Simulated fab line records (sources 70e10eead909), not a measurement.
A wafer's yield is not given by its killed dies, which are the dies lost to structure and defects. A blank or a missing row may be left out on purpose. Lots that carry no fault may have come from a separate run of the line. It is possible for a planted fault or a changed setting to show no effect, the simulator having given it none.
Chamber matching + flow nand harc + NHARC_A_DECK1_JOINT_ETCHBACK_07 on rie si-04: 4 sister chambers
The step etches the open film in HBr, target depth 105 nm, time 26.9 s. 8 wafers are shown with their chamber, then 10 later ones without.

## WAFERS PAIRED WITH THEIR CHAMBERS
| wafer  | chamber | drypump motor current A (A) | oes product au (a.u.) |
|--------|---------|-----------------------------|-----------------------|
| L086.6 | 0       | 5.88                        | 1.010                 |
| L087.3 | 3       | 5.57                        | 0.985                 |
| L087.4 | 1       | 5.59                        | 1.008                 |
| L087.6 | 0       | 5.87                        | 1.006                 |
| L088.4 | 1       | 5.67                        | 1.014                 |
| L088.5 | 2       | 5.44                        | 0.985                 |
| L091.2 | 2       | 5.47                        | 0.983                 |
| L091.3 | 3       | 5.56                        | 1.004                 |

## WAFERS MISSING THEIR CHAMBER
| wafer  | drypump motor current A (A) | oes product au (a.u.) |
|--------|-----------------------------|-----------------------|
| L091.6 | 5.53                        | 0.989                 |
| L090.1 | 5.44                        | 1.002                 |
| L090.5 | 5.87                        | 1.008                 |
| L090.6 | 5.53                        | 1.005                 |
| L094.1 | 5.86                        | 0.997                 |
| L094.2 | 5.41                        | 0.985                 |
| L094.4 | 5.53                        | 0.990                 |
| L095.2 | 5.45                        | 0.981                 |
| L095.3 | 5.92                        | 0.999                 |
| L095.6 | 5.55                        | 0.996                 |

## EACH ONE'S CHAMBER
| wafer  | from the rows above          | in truth |
|--------|------------------------------|----------|
| L091.6 | can't be placed: 3 or 2      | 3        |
| L090.1 | can't be placed: 2 or 3      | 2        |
| L090.5 | 0                            | 0        |
| L090.6 | can't be placed: 3 or 1 or 2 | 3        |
| L094.1 | 0                            | 0        |
| L094.2 | 2                            | 2        |
| L094.4 | can't be placed: 3 or 2      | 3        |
| L095.2 | 2                            | 2        |
| L095.3 | 0                            | 0        |
| L095.6 | 3                            | 3        |
Placed correctly: 6 of 10. Unplaceable from these rows: 4, with the true chamber sitting among the candidates in 4. Wrongly placed: 0.
How it was worked out, from the rows above alone: a wafer's distance from a chamber is the root of the sum, over the readings, of the square of ((its reading less the chamber's mean) divided by the reading's scatter). The wafer belongs to the nearest chamber; if the next one is less than 2 further off, it can't be placed. Each chamber's mean is taken over the wafers shown for it. The scatter: take each reading less its chamber's mean, square it, sum over the shown wafers, divide by the number of wafers less the number of chambers, and take the root.
